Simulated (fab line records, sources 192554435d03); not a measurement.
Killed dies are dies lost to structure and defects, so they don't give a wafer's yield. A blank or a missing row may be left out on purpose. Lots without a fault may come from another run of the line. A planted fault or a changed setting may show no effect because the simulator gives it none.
Chamber matching | flow n5_finfet | N5_BEOL_M13_DESCUM_33 on rie_diel-04: 4 sister chambers
The step chemistry O2, time 7.9 s. 8 wafers are shown with their chamber, then 8 later ones without.

WAFERS WITH THEIR CHAMBER
wafer  | chamber | drypump_motor_current_A (A) | throttle_valve_pct (%)
L078.2 | 2       | 6.3                         | 20.74
L081.2 | 1       | 5.0                         | 20.47
L081.3 | 2       | 6.3                         | 20.75
L083.1 | 0       | 5.1                         | 20.33
L085.2 | 3       | 6.0                         | 20.51
L085.5 | 0       | 5.1                         | 20.34
L085.6 | 3       | 6.1                         | 20.51
L086.1 | 1       | 5.0                         | 20.52

WAFERS WITHOUT THEIR CHAMBER
wafer  | drypump_motor_current_A (A) | throttle_valve_pct (%)
L086.3 | 6.3                         | 20.49
L086.4 | 6.3                         | 20.49
L093.2 | 6.3                         | 20.49
L093.4 | 6.1                         | 20.54
L093.6 | 5.0                         | 20.53
L095.1 | 5.1                         | 19.94
L095.5 | 6.2                         | 20.50
L095.6 | 5.1                         | 19.95

WHICH CHAMBER EACH WENT THROUGH
wafer  | from the rows above | in truth
L086.3 | 3                   | 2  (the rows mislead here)
L086.4 | 3                   | 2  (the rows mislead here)
L093.2 | 3                   | 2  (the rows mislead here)
L093.4 | 3                   | 3
L093.6 | 1                   | 1
L095.1 | 0                   | 0
L095.5 | 3                   | 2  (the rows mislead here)
L095.6 | 0                   | 0
Placed correctly: 4 of 8. Can't be placed from these rows: 0. Placed wrongly: 4.
How it was worked out, from the rows above alone: a wafer's distance from a chamber is the root of the sum, over the readings, of the square of ((its reading less the chamber's mean) divided by the reading's scatter). The wafer belongs to the nearest chamber; if the next one is less than 2 further off, it can't be placed. A chamber's mean is the mean of its shown wafers. The scatter: the root of (the sum of the squares of (reading less its chamber's mean) over the shown wafers, divided by (wafers less chambers)).
